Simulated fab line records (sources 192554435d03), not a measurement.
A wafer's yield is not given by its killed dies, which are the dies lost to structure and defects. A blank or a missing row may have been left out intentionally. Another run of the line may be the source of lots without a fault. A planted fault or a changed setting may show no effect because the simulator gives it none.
fab line records    flow n5Finfet
[record] lots = 9  wafers = 27  lastDay = 18
route steps=1938 shown START@1 WELL_APT@44 PMOS_HMC_CHANNEL_EPI@63 BEOL_M4@1111
lots untouched by any fault: they come from a run of this same line in which no faults occurred
startH: hours from the record's first day to the start of the lot's first wafer shown    waitH: hours from the lot's prior step to this one    " same as the row above    L1.1+2: several wafers, shown together as one row    - either no value or no given start    * or withheld: withheld    < > ~ a bound
route shown NAME@n: NAME is a module with steps in the file, n the number in the route of the first one    usual: mean and standard deviation over wafers with no fault    same: alike in all rows    chamber/n: place in a boat    sites: each site's reading    _std_site: how widely they spread, as a standard deviation    _edge_site: inner sites' mean taken away from outer sites' mean    radiusMm: how far each site lies from the wafer's centre    mask NAME#n: copy n    behind: the tool/chamber that last shaped the wafer    hold: reason for holding the lot/hours on hold/outcome of the hold    device: whichever transistor did not switch (one of n, p or np)    end of line: the tests these same wafers got at the end of their route    a step with no rows: only its recipe    killed: dies that structure and defects cost at the first sort, which is not the same as the wafer's yield    map: the dies of a wafer, with x for killed, . for not killed, _ for no die there
set.NAME: the setting the step ran with; set.NAME@STEP: the setting that earlier step ran with    model.NAME: the simulator's own value behind a step, which no gauge read
a sample of lots followed through the steps of the route, with each step as a table and each wafer as a row
services: a tool's chamber out of use, with start hour (startH, from the record's first day; less than 0 if before it), hours out, and reason
[[steps]]
[step N5_START_INSPECT_01]
[recipe] inspectInstrument = unpatternedScan  mode = incoming
[usual] rawDefectCount = 5.4/2
lot.wafer  tool              chamber  startH  waitH  rawDefectCount
L467.2     defectInspect-02  -        18.03   -      2
L467.3     "                 -        "       "      7
L467.6     "                 -        "       "      10
L469.2     defectInspect-02  -        30.03   -      2
L469.3     "                 -        "       "      11
L469.5     "                 -        "       "      4
L476.1     defectInspect-01  -        72.03   -      8
L476.5     "                 -        "       "      6
L476.6     "                 -        "       "      5
L477.2     defectInspect-02  -        78.03   -      6
L477.3     "                 -        "       "      6
L477.4     "                 -        "       "      6
L478.1     defectInspect-01  -        84.03   -      5
L478.5     "                 -        "       "      8
L478.6     "                 -        "       "      4
L483.2     defectInspect-01  -        114.03  -      5
L483.3     "                 -        "       "      5
L483.5     "                 -        "       "      8
L484.2     defectInspect-01  -        120.03  -      6
L484.4     "                 -        "       "      6
L484.6     "                 -        "       "      9
L487.1     defectInspect-01  -        138.03  -      3
L487.3     "                 -        "       "      6
L487.5     "                 -        "       "      5
L489.2     defectInspect-01  -        150.03  -      3
L489.3     "                 -        "       "      5
L489.5     "                 -        "       "      6
[step N5_WELL_APT_OVL_MEAS_26]
[recipe] pointsPerWafer = 44
[usual] PWELL_OVL = -4/6.4
lot.wafer  tool        chamber  startH  waitH  PWELL_OVL[nm]
L467.2     overlay-01  0        20.99   0.0    -5
L467.3     "           0        "       "      -5
L467.6     "           0        "       "      -3
L469.2     overlay-02  0        33.26   0.0    -1
L469.3     "           0        "       "      11
L469.5     "           0        "       "      -2
L476.1     overlay-02  0        74.79   0.0    -4
L476.5     "           0        "       "      -5
L476.6     "           0        "       "      -2
L477.2     overlay-01  0        81.10   0.0    -3
L477.3     "           0        "       "      -8
L477.4     "           0        "       "      -7
L478.1     overlay-02  0        87.19   0.0    -4
L478.5     "           0        "       "      -14
L478.6     "           0        "       "      -10
L483.2     overlay-02  0        116.85  0.0    -10
L483.3     "           0        "       "      -7
L483.5     "           0        "       "      -9
L484.2     overlay-01  0        122.84  0.0    1
L484.4     "           0        "       "      1
L484.6     "           0        "       "      -6
L487.1     overlay-02  0        141.17  0.0    -7
L487.3     "           0        "       "      0
L487.5     "           0        "       "      -10
L489.2     overlay-02  0        152.96  0.0    6
L489.3     "           0        "       "      6
L489.5     "           0        "       "      5
[step N5_PMOS_HMC_CHANNEL_EPI_PEB_07]
[recipe] pebTempC = 110  pebTimeS = 60  resist = CAR-ArF-block
[usual] heaterPowerTotalW = 175.2/1.6  plateTempC = 109.99/0.11
lot.wafer  tool           chamber  startH  waitH  heaterPowerTotalW  plateTempC
L467.2     lithoTrack-03  0        23.62   0.0    175.8              109.87
L467.3     "              0        "       "      174.7              109.90
L467.6     "              0        "       "      175.0              109.99
L469.2     lithoTrack-05  0        35.34   0.0    173.0              110.26
L469.3     "              0        "       "      175.2              110.06
L469.5     "              0        "       "      176.0              110.13
L476.1     lithoTrack-03  0        77.31   0.1    176.0              110.05
L476.5     "              0        "       "      177.2              109.97
L476.6     "              0        "       "      173.2              110.07
L477.2     lithoTrack-03  0        83.34   0.0    175.6              110.03
L477.3     "              0        "       "      174.7              109.88
L477.4     "              0        "       "      176.2              110.06
L478.1     lithoTrack-03  0        89.38   0.1    175.6              110.01
L478.5     "              0        "       "      173.0              110.21
L478.6     "              0        "       "      174.2              110.24
L483.2     lithoTrack-03  0        119.43  0.0    179.5              113.17
L483.3     "              0        "       "      179.0              113.01
L483.5     "              0        "       "      181.1              112.97
L484.2     lithoTrack-02  0        125.17  0.0    177.5              110.05
L484.4     "              0        "       "      177.4              109.99
L484.6     "              0        "       "      175.2              110.07
L487.1     lithoTrack-03  0        143.43  0.1    184.1              112.92
L487.3     "              0        "       "      181.2              112.99
L487.5     "              0        "       "      181.1              112.92
L489.2     lithoTrack-02  0        154.99  0.1    177.6              110.16
L489.3     "              0        "       "      174.8              110.13
L489.5     "              0        "       "      176.3              109.88
[step N5_PMOS_HMC_CHANNEL_EPI_CD_MEAS_09]
[recipe] targetCdNm = 237.4  landingEnergyEv = 500  detector = seInlens
[usual] cdNm = 237.4/0.88
lot.wafer  tool      chamber  startH  waitH  cdNm
L467.2     cdSem-03  0        23.69   -      237.8
L467.3     "         0        "       "      238.5
L467.6     "         0        "       "      238.3
L469.2     cdSem-01  0        35.41   -      237.6
L469.3     "         0        "       "      237.9
L469.5     "         0        "       "      238.8
L476.1     cdSem-03  0        77.38   -      236.8
L476.5     "         0        "       "      236.6
L476.6     "         0        "       "      236.8
L477.2     cdSem-03  0        83.41   -      236.8
L477.3     "         0        "       "      237.3
L477.4     "         0        "       "      236.9
L478.1     cdSem-03  0        89.44   -      235.4
L478.5     "         0        "       "      236.5
L478.6     "         0        "       "      237.3
L483.2     cdSem-03  0        119.50  -      246.0
L483.3     "         0        "       "      246.7
L483.5     "         0        "       "      246.2
L484.2     cdSem-02  0        125.23  -      237.7
L484.4     "         0        "       "      236.7
L484.6     "         0        "       "      237.5
L487.1     cdSem-02  0        143.50  -      246.4
L487.3     "         0        "       "      246.9
L487.5     "         0        "       "      246.9
L489.2     cdSem-02  0        155.06  -      236.7
L489.3     "         0        "       "      237.1
L489.5     "         0        "       "      237.8
[step N5_PMOS_HMC_CHANNEL_EPI_HM_OPEN_15]
[recipe] chemistry = CHF3/O2  target = SiO2  maskMaterial = CAR-ArF-block  targetDepthA = 406  CHF3_flow_sccm = 50  O2_flow_sccm = 5  Ar_flow_sccm = 200  timeS = 20.3  pressureMtorr = 30  sourceW = 650  biasW = 170  ionEnergyEv = 200
[usual] drypumpMotorCurrentA = 5.5/0.49  oesProductAu = 0.79/0.063  rfFwdPowerW = 644.8/2.4  rfVppV = 522/5.7  showerheadPlenumPTorr = 2.38/0.086  throttleValvePct = 18.79/0.19
lot.wafer  tool        chamber  startH  waitH  drypumpMotorCurrentA  oesProductAu  rfFwdPowerW  rfHoursCounterH  rfVppV  showerheadPlenumPTorr  throttleValvePct
L467.2     rieDiel-02  3        23.85   0.0    5.9                   0.82          641.2        94               527     2.43                   18.75
L467.3     "           2        "       "      5.0                   0.78          643.0        112              522     2.33                   18.75
L467.6     "           1        "       "      6.3                   0.82          645.8        -                519     2.33                   18.62
L469.2     rieDiel-06  0        35.57   0.0    5.6                   0.76          644.6        117              535     2.43                   19.17
L469.3     "           3        "       "      5.6                   0.71          645.8        185              522     2.30                   18.76
L469.5     "           1        "       "      4.9                   0.81          643.2        -                514     2.34                   18.83
L476.1     rieDiel-02  3        77.55   0.0    5.9                   0.81          647.4        111              527     2.43                   18.79
L476.5     "           1        "       "      6.3                   0.81          651.3        -                519     2.32                   18.66
L476.6     "           0        "       "      5.2                   0.93          646.0        -                526     2.56                   18.51
L477.2     rieDiel-01  0        83.57   0.0    5.4                   0.82          641.4        79               518     2.25                   18.64
L477.3     "           3        "       "      5.7                   0.71          644.5        206              520     2.40                   18.95
L477.4     "           1        "       "      4.7                   0.73          640.3        160              523     2.51                   19.13
L478.1     rieDiel-01  3        89.61   0.0    5.7                   0.72          648.7        208              522     2.40                   18.96
L478.5     "           1        "       "      4.7                   0.73          641.6        -                525     2.51                   19.15
L478.6     "           0        "       "      5.4                   0.82          641.4        -                517     2.25                   18.65
L483.2     rieDiel-02  0        119.69  0.0    5.3                   0.91          649.5        28               527     2.55                   18.51
L483.3     "           2        "       "      5.1                   0.76          640.8        141              521     2.32                   18.81
L483.5     "           3        "       "      5.9                   0.79          648.6        -                526     2.42                   18.83
L484.2     rieDiel-02  1        125.40  0.0    6.3                   0.80          648.6        133              520     2.32                   18.68
L484.4     "           0        "       "      5.3                   0.91          647.8        29               526     2.55                   18.52
L484.6     "           2        "       "      5.1                   0.76          642.5        -                522     2.32                   18.81
L487.1     rieDiel-01  3        143.89  0.0    5.8                   0.71          647.8        225              522     2.39                   18.98
L487.3     "           0        "       "      5.4                   0.80          641.5        98               518     2.24                   18.65
L487.5     "           3        "       "      5.7                   0.71          646.1        -                521     2.39                   18.99
L489.2     rieDiel-02  0        155.22  0.0    5.2                   0.89          647.1        39               527     2.55                   18.53
L489.3     "           2        "       "      5.1                   0.76          645.1        152              521     2.32                   18.82
L489.5     "           1        "       "      6.3                   0.78          648.2        -                521     2.32                   18.69
[step N5_BEOL_M4_RC_MEAS_101]
[usual] DIBL_N = 36.5/1.4  DIBL_P = 36.9/1.7  IOFF_N = 0.163/0.023  IOFF_P = 0.22/0.032  ION_N = 673/9  ION_P = 462/7.5  SS_N = 71.6/0.54  SS_P = 73.4/0.62  VT_N = 249.8/2.8  VT_P = -250/3.5
lot.wafer  tool       chamber  startH  waitH  DIBL_N[mV/V]  DIBL_P[mV/V]  IOFF_N[nA/um]  IOFF_P[nA/um]  ION_N[uA/um]  ION_P[uA/um]  SS_N[mV/dec]  SS_P[mV/dec]  VT_N[mV]  VT_P[mV]
L467.2     prober-01  0        167.30  0.2    35.0          35.9          0.143          0.21           657           457           71.2          73.6          253.3     -248
L467.3     "          0        "       "      37.3          38.7          0.184          0.26           680           468           71.9          74.2          247.2     -245
L467.6     "          0        "       "      36.1          37.2          0.163          0.23           663           460           72.0          73.8          250.5     -249
L469.2     prober-01  0        186.04  0.2    36.1          37.5          0.159          0.23           674           469           71.1          73.0          248.9     -247
L469.3     "          0        "       "      37.7          39.1          0.190          0.27           678           469           71.6          73.6          249.7     -248
L469.5     "          0        "       "      35.5          36.7          0.152          0.22           677           471           71.4          73.6          253.0     -252
L476.1     prober-02  0        233.35  0.0    36.8          36.6          0.161          0.23           678           466           71.1          73.2          252.8     -248
L476.5     "          0        "       "      34.4          33.9          0.132          0.19           672           465           70.5          72.3          252.3     -247
L476.6     "          0        "       "      36.3          36.0          0.153          0.23           672           460           71.6          73.4          251.1     -249
L478.1     prober-02  0        245.61  0.0    37.6          38.3          0.190          0.26           675           466           71.9          73.5          247.7     -248
L478.5     "          0        "       "      35.4          34.8          0.134          0.19           655           447           70.7          72.7          255.9     -253
L478.6     "          0        "       "      36.4          36.9          0.165          0.23           686           467           71.2          73.6          248.5     -251
L477.2     prober-02  0        246.91  0.2    37.1          38.5          0.184          0.22           680           458           71.3          74.1          245.7     -253
L477.3     "          0        "       "      36.3          37.9          0.174          0.21           664           456           72.3          73.2          247.0     -251
L477.4     "          0        "       "      36.3          36.7          0.162          0.20           667           450           72.1          73.7          249.6     -253
L483.2     prober-02  0        276.68  0.2    36.8          38.5          0.174          0.21           686           462           71.9          73.5          247.8     -251
L483.3     "          0        "       "      36.8          38.7          0.182          0.24           684           470           71.7          73.6          248.8     -248
L483.5     "          0        "       "      37.8          40.1          0.198          0.25           688           467           72.4          73.6          244.6     -246
L484.2     prober-01  0        280.63  0.2    37.0          38.6          0.158          0.21           673           466           71.4          73.5          249.6     -250
L484.4     "          0        "       "      38.6          40.0          0.175          0.22           676           457           72.2          73.9          251.9     -253
L484.6     "          0        "       "      38.9          39.9          0.186          0.23           676           459           72.4          74.1          250.7     -251
L489.2     prober-02  0        303.82  0.2    37.3          36.0          0.184          0.25           675           464           71.8          73.7          246.7     -246
L489.3     "          0        "       "      38.3          37.0          0.213          0.29           673           460           71.7          74.9          245.4     -246
L489.5     "          0        "       "      37.7          35.6          0.183          0.25           673           462           72.7          74.1          249.9     -247
L487.1     prober-01  0        307.65  0.0    32.4          32.4          0.116          0.17           662           457           70.1          72.2          252.3     -253
L487.3     "          0        "       "      33.6          34.1          0.125          0.18           672           472           70.4          72.7          252.2     -251
L487.5     "          0        "       "      33.5          33.6          0.126          0.17           670           458           70.2          72.0          247.5     -254
[[services]]
tool           chamber  startH  hours  kind
rieDiel-01     1        16.98   6.8    repair
lithoTrack-05  -        55.12   -      consumableReplace:filter
rieDiel-01     -        89.90   2.8    pm
lithoTrack-02  -        96.45   -      consumableReplace:filter
rieDiel-02     0        100.79  3.5    repair
rieDiel-02     0        104.59  9.6    repair
rieDiel-02     3        125.78  8.9    repair
[[key]]
[firstSign] step = N5_PMOS_HMC_CHANNEL_EPI_PEB_07  reading = plateTempC  direction = up  sigmas = 27  usual = *  struck = *
[effect] step = N5_PMOS_HMC_CHANNEL_EPI_PEB_07  reading = heaterPowerTotalW  direction = up  sigmas = 3.6  usual = *  struck = *
[effect] step = N5_PMOS_HMC_CHANNEL_EPI_CD_MEAS_09  reading = cdNm  direction = up  sigmas = 10  usual = 237.4  struck = 246.5
metAt N5_PMOS_HMC_CHANNEL_EPI_PEB_07
struckLots L483,L487
notActingAt N5_START_INSPECT_01,N5_WELL_APT_OVL_MEAS_26,N5_PMOS_HMC_CHANNEL_EPI_HM_OPEN_15
onsetBetween 89.38 119.43
[fault] kind = processParameterDrift  tool = lithoTrack-03  chamber = -  onsetH = 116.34  steps = N5_PMOS_HMC_CHANNEL_EPI_PEB_07  channel = pebTempC  offset = *  shape = step  endH = 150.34  actsIn = *  stated = *
